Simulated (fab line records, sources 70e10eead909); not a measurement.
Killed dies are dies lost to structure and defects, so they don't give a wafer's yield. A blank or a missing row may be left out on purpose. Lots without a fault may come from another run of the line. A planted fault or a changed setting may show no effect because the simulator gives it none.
Which tool did it? | flow nand_harc | 11 lots, 33 wafers sampled, at 6 steps of a route of 1159

WHAT THE GAUGES READ, wafer by wafer
NHARC_THIN_TSV_CD_MEAS_12: target cd 1000 nm. Usual: cd_nm 1000.2 nm, standard deviation 2.1.
lot  | measured     | on        | cd_nm (nm)           | flag
L115 | day 18 18:26 | cd_sem-01 | 997.1 997.1 1001.5   |
L117 | day 18 19:45 | cd_sem-02 | 997.9 997.5 998.9    |
L119 | day 19 15:32 | cd_sem-03 | 998.5 997.0 1001.7   |
L121 | day 20 00:11 | cd_sem-01 | 1004.2 1001.1 999.7  |
L127 | day 21 21:41 | cd_sem-03 | 998.0 996.5 996.4    |
L130 | day 22 00:46 | cd_sem-03 | 998.6 997.9 995.2    |
L129 | day 22 13:20 | cd_sem-01 | 998.3 999.6 999.8    |
L133 | day 23 01:25 | cd_sem-03 | 1002.5 998.6 1000.1  |
L134 | day 23 20:13 | cd_sem-03 | 1004.2 1003.0 1003.3 |
L135 | day 24 16:51 | cd_sem-02 | 1001.9 999.4 1001.9  |
L137 | day 25 01:32 | cd_sem-03 | 996.3 998.6 999.7    |

NHARC_THIN_TSV_INSPECT_40. Usual: raw_defect_count 487, standard deviation 83.
lot  | measured     | on                | raw_defect_count | flag
L115 | day 19 07:11 | defect_inspect-02 | 429 350 408      |
L117 | day 19 07:11 | defect_inspect-01 | 376 400 432      |
L119 | day 20 01:46 | defect_inspect-01 | 500 419 530      |
L121 | day 20 11:16 | defect_inspect-02 | 509 587 345      |
L127 | day 22 07:20 | defect_inspect-01 | 821 525 650      |
L130 | day 22 12:32 | defect_inspect-02 | 546 541 712      |
L129 | day 23 02:05 | defect_inspect-01 | 803 431 426      |
L133 | day 23 13:18 | defect_inspect-01 | 492 602 530      |
L134 | day 24 07:57 | defect_inspect-02 | 463 451 430      |
L135 | day 25 03:31 | defect_inspect-02 | 517 564 513      |
L137 | day 25 10:49 | defect_inspect-01 | 486 476 510      |

NHARC_END_SORT_01. Usual: defect_limited_yield 95.7 %, standard deviation 1.6; killed_at_array 25, standard deviation 9.7; killed_at_other 0.7, standard deviation 0.87; killed_at_periphery 3.3, standard deviation 2.3; killed_dies 29, standard deviation 11; killed_open 3.6, standard deviation 2.1; killed_short 2.3, standard deviation 1.7; sort_bin_2_pct 1.4 %, standard deviation 0.62; sort_bin_3_pct 0.25 %, standard deviation 0.21; sort_bin_4_pct 2.7 %, standard deviation 1; sort_n_pass 648, standard deviation 11; sort_rim_yield_pct 94 %, standard deviation 3.2; sort_yield_pct 95.7 %, standard deviation 1.6.
lot  | measured     | on        | defect_limited_yield (%) | killed_at_array | killed_at_other | killed_at_periphery | killed_dies | killed_open | killed_short | sort_bin_2_pct (%) | sort_bin_3_pct (%) | sort_bin_4_pct (%) | sort_n_pass | sort_rim_yield_pct (%) | sort_yield_pct (%) | flag
L115 | day 19 11:02 | prober-02 | 95.1 95.3 95.1           | 29 25 28        | 1 2 1           | 3 5 4               | 33 32 33    | 3 5 3       | 2 4 5        | 1.8 1.6 1.2        | 0.15 0.15 0.15     | 3.0 3.0 3.5        | 644 645 644 | 98 94 92               | 95.1 95.3 95.1     |
L127 | day 22 10:25 | prober-02 | 82.6 94.7 95.6           | 38 32 25        | 76 1 0          | 4 3 5               | 118 36 30   | 6 6 4       | 4 2 2        | 7.1 2.1 1.8        | 3.10 0.30 0.30     | 7.2 3.0 2.4        | 559 641 647 | 94 94 93               | 82.6 94.7 95.6     | OFF
L129 | day 23 05:09 | prober-02 | 83.5 93.9 94.4           | 30 37 32        | 79 1 2          | 3 3 4               | 112 41 38   | 2 2 5       | 1 2 0        | 7.5 1.8 1.2        | 2.22 0.74 0.59     | 6.8 3.5 3.8        | 565 636 639 | 95 93 96               | 83.5 93.9 94.4     | OFF
L133 | day 23 17:59 | prober-01 | 97.5 95.9 97.6           | 15 23 9         | 0 1 1           | 2 4 6               | 17 28 16    | 1 1 1       | 1 5 1        | 0.4 1.3 1.0        | 0.30 0.44 0.15     | 1.8 2.4 1.2        | 660 649 661 | 96 96 98               | 97.5 95.9 97.6     |
L134 | day 24 12:41 | prober-02 | 92.8                     | 45              | 3               | 1                   | 49          | 3           | 2            | 1.9                | 0.59               | 4.7                | 628         | 89                     | 92.8               |
L135 | day 25 07:23 | prober-02 | 94.2 93.8 92.9           | 39 41 44        | 0 1 1           | 0 0 3               | 39 42 48    | 4 3 6       | 1 3 0        | 1.5 2.5 2.4        | 0.44 0.30 0.44     | 3.8 3.4 4.3        | 638 635 629 | 91 85 87               | 94.2 93.8 92.9     |
L137 | day 25 15:08 | prober-01 | 94.4 92.5 93.9           | 34 45 36        | 1 0 1           | 3 6 4               | 38 51 41    | 1 2 3       | 4 2 3        | 1.8 2.8 1.9        | 0.15 0.74 0.30     | 3.7 4.0 3.8        | 639 626 636 | 92 91 92               | 94.4 92.5 93.9     |

WHICH TOOL RAN EACH LOT (tool, then ch and the chambers of the sampled wafers, then the start)
lot  | NHARC_THIN_TSV_PRE_CLEAN_50             | NHARC_THIN_TSV_DESCUM_35           | NHARC_THIN_TSV_ETCH_59
L115 | pvd_sputter-02, day 19 01:26 or earlier | rie_diel-11 ch 0,2,3, day 19 01:26 | rie_metal-02 ch 0,1, day 19 01:34
L117 | pvd_sputter-03, day 19 01:53 or earlier | rie_diel-11 ch 0,1,3, day 19 01:53 | rie_metal-03 ch 0,1, day 19 02:05
L119 | pvd_sputter-03, day 19 21:46 or earlier | rie_diel-06 ch 0,2,3, day 19 21:46 | rie_metal-01 ch 0,1, day 19 22:00
L121 | pvd_sputter-02, day 20 06:30 or earlier | rie_diel-12 ch 1,2,3, day 20 06:30 | rie_metal-02 ch 0,1, day 20 06:41
L127 | pvd_sputter-01, day 22 03:43 or earlier | rie_diel-12 ch 0,2,3, day 22 03:43 | rie_metal-01 ch 0,1, day 22 03:51
L130 | pvd_sputter-01, day 22 07:02 or earlier | rie_diel-12 ch 0,1, day 22 07:02   | rie_metal-03 ch 0,1, day 22 07:13
L129 | pvd_sputter-03, day 22 19:35 or earlier | rie_diel-06 ch 0,2,3, day 22 19:35 | rie_metal-01 ch 0,1, day 22 19:43
L133 | pvd_sputter-02, day 23 07:33 or earlier | rie_diel-11 ch 0,1,3, day 23 07:33 | rie_metal-02 ch 0,1, day 23 07:44
L134 | pvd_sputter-03, day 24 02:15 or earlier | rie_diel-12 ch 1,2,3, day 24 02:15 | rie_metal-03 ch 0,1, day 24 02:25
L135 | pvd_sputter-03, day 24 23:20 or earlier | rie_diel-12 ch 0,1,3, day 24 23:20 | rie_metal-03 ch 0,1, day 24 23:27
L137 | pvd_sputter-01, day 25 07:38 or earlier | rie_diel-12 ch 0,2,3, day 25 07:38 | rie_metal-01 ch 0, day 25 07:47
- NHARC_THIN_TSV_PRE_CLEAN_50: time 30 s.
- NHARC_THIN_TSV_DESCUM_35: chemistry O2, time 3 s.
- NHARC_THIN_TSV_ETCH_59: etches the open film in Cl2/BCl3, target depth 880 nm, time 138.1 s.

WHAT THE TOOLS THEMSELVES READ (means of the sampled wafers that have a number; where no wafer has one, the mark that the record gives instead)
NHARC_THIN_TSV_PRE_CLEAN_50. Usual: heater_power_w 415 W, standard deviation 61; susceptor_temp_C 279.99 C, standard deviation 0.2.
lot  | tool           | heater_power_w (W) | susceptor_temp_C (C) | flag
L115 | pvd_sputter-02 | 381                | 280.03               |
L117 | pvd_sputter-03 | 435                | 280.21               |
L119 | pvd_sputter-03 | 411                | 280.21               |
L121 | pvd_sputter-02 | 366                | 279.96               |
L127 | pvd_sputter-01 | 481                | 280.04               |
L130 | pvd_sputter-01 | 485                | 279.93               |
L129 | pvd_sputter-03 | 441                | 279.87               |
L133 | pvd_sputter-02 | 409                | 279.89               |
L134 | pvd_sputter-03 | 404                | 280.02               |
L135 | pvd_sputter-03 | 409                | 280.00               |
L137 | pvd_sputter-01 | 467                | 280.07               |

NHARC_THIN_TSV_DESCUM_35. Usual: drypump_motor_current_A 5.5 A, standard deviation 0.48; oes_product_au 1.000 a.u., standard deviation 0.011; rf_vpp_V 57.7 V, standard deviation 0.82; showerhead_plenum_p_Torr 1.89 Torr, standard deviation 0.1; throttle_valve_pct 11.310 %, standard deviation 0.009.
lot  | tool        | drypump_motor_current_A (A) | oes_product_au (a.u.) | rf_vpp_V (V) | showerhead_plenum_p_Torr (Torr) | throttle_valve_pct (%) | flag
L115 | rie_diel-11 | 5.7                         | 0.993                 | 57.9         | 1.99                            | 11.314                 |
L117 | rie_diel-11 | 5.9                         | 1.001                 | 57.7         | 1.95                            | 11.306                 |
L119 | rie_diel-06 | 5.5                         | 1.003                 | 57.7         | 1.88                            | 11.302                 |
L121 | rie_diel-12 | 5.3                         | 1.006                 | 57.5         | 1.91                            | 11.311                 |
L127 | rie_diel-12 | 5.5                         | 0.992                 | 57.6         | 1.92                            | 11.308                 |
L130 | rie_diel-12 | 5.1                         | 1.002                 | 57.6         | 1.78                            | 11.309                 |
L129 | rie_diel-06 | 5.5                         | 1.007                 | 57.8         | 1.88                            | 11.318                 |
L133 | rie_diel-11 | 5.9                         | 1.004                 | 58.7         | 1.95                            | 11.319                 |
L134 | rie_diel-12 | 5.3                         | 1.010                 | 57.4         | 1.91                            | 11.308                 |
L135 | rie_diel-12 | 5.4                         | 0.997                 | 57.1         | 1.82                            | 11.315                 |
L137 | rie_diel-12 | 5.5                         | 0.989                 | 57.5         | 1.91                            | 11.309                 |

NHARC_THIN_TSV_ETCH_59. Usual: drypump_motor_current_A 5.8 A, standard deviation 0.39; oes_product_au 1.000 a.u., standard deviation 0.0082; throttle_valve_pct 22.264 %, standard deviation 0.0089.
lot  | tool         | drypump_motor_current_A (A) | oes_product_au (a.u.) | throttle_valve_pct (%) | flag
L115 | rie_metal-02 | 5.9                         | 0.991                 | 22.265                 |
L117 | rie_metal-03 | 5.7                         | 0.999                 | 22.256                 |
L119 | rie_metal-01 | 5.9                         | 0.995                 | 22.263                 |
L121 | rie_metal-02 | 5.5                         | 1.001                 | 22.265                 |
L127 | rie_metal-01 | 5.9                         | 0.987                 | 22.269                 |
L130 | rie_metal-03 | 5.7                         | 1.000                 | 22.265                 |
L129 | rie_metal-01 | 5.9                         | 0.994                 | 22.263                 |
L133 | rie_metal-02 | 5.5                         | 1.005                 | 22.276                 |
L134 | rie_metal-03 | 5.7                         | 0.993                 | 22.263                 |
L135 | rie_metal-03 | 5.7                         | 1.004                 | 22.264                 |
L137 | rie_metal-01 | 5.7                         | 0.992                 | 22.261                 |

THE ANSWER, worked out from the rows above alone
Rule: a lot is off if the mean of its wafers that have a number lies more than 3 standard deviations from the usual mean. A lot without any number at a reading at which 4 lots or more have one is off too. The other lots that the step has rows for count as sound. The gauges are gone through in route order, then the tools' own readings, and for those a lot's mean is taken as printed above. The first step at which some lot is off is used, and at that step the reading that is off furthest; a lot without a number counts as furthest.
Off: L127, L129, at NHARC_END_SORT_01 (killed_at_other). Neither off nor sound, because the step has no rows for them: L117, L119, L121, L130.
A tool fits if, at a process step before that reading, it ran every lot that is off, and no sound lot after the first of them. The gauges at NHARC_END_SORT_01 are tried like those tools. NHARC_THIN_TSV_PRE_CLEAN_50 gives no start for some lots, so the hours and the order of its lots are those of NHARC_THIN_TSV_DESCUM_35. None of those tried fits.

WHAT THE SIMULATOR HAD PUT IN
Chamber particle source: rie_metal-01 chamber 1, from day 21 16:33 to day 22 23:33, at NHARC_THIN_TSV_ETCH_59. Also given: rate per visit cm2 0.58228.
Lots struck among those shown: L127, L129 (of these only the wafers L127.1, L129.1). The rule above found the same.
